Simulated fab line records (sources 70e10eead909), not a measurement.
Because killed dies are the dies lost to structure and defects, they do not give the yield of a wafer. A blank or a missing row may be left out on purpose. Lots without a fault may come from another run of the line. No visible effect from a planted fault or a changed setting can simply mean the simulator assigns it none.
Chamber matching	flow nand harc	NHARC_A_SLIT_ETCH_24 on rie diel-01: 4 sister chambers
The step etches the open film in CF4/CHF3, target depth 121 nm, time 60.5 s. 8 wafers are shown with their chamber, then 7 later ones without.

## WAFERS PAIRED WITH THEIR CHAMBERS
wafer	chamber	showerhead plenum p Torr (Torr)	rf vpp V (V)
L213.4	3	1.67	374.7
L217.3	1	1.63	372.2
L217.5	1	1.63	373.6
L224.2	0	1.63	372.4
L224.4	2	1.48	368.3
L224.6	0	1.63	372.9
L230.2	2	1.48	367.0
L230.3	3	1.66	371.4

## WAFERS WHOSE CHAMBER IS MISSING
wafer	showerhead plenum p Torr (Torr)	rf vpp V (V)
L230.6	1.63	372.0
L232.2	1.66	372.8
L232.3	1.63	372.4
L232.6	1.48	367.1
L234.3	1.63	372.9
L234.4	1.63	372.7
L234.6	1.63	372.0

## WHICH CHAMBER EACH ONE RAN IN
wafer	from the rows above	in truth
L230.6	can't be placed: 0 or 1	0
L232.2	3	3
L232.3	can't be placed: 0 or 1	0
L232.6	2	2
L234.3	can't be placed: 1 or 0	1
L234.4	can't be placed: 0 or 1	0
L234.6	can't be placed: 0 or 1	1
Correct placement for 2 of the 7. Unplaceable from these rows: 5, with the true chamber sitting among the candidates in 5. 0 placed wrongly.
How it was worked out, from the rows above alone: a wafer's distance from a chamber is the root of the sum, over the readings, of the square of ((its reading less the chamber's mean) divided by the reading's scatter). If the next closest chamber is less than 2 further off than the closest, the wafer can't be placed; otherwise it belongs to the closest. The mean given for a chamber averages the wafers shown for that chamber. The scatter: the root of (the sum of the squares of (reading less its chamber's mean) over the shown wafers, divided by (wafers less chambers)).
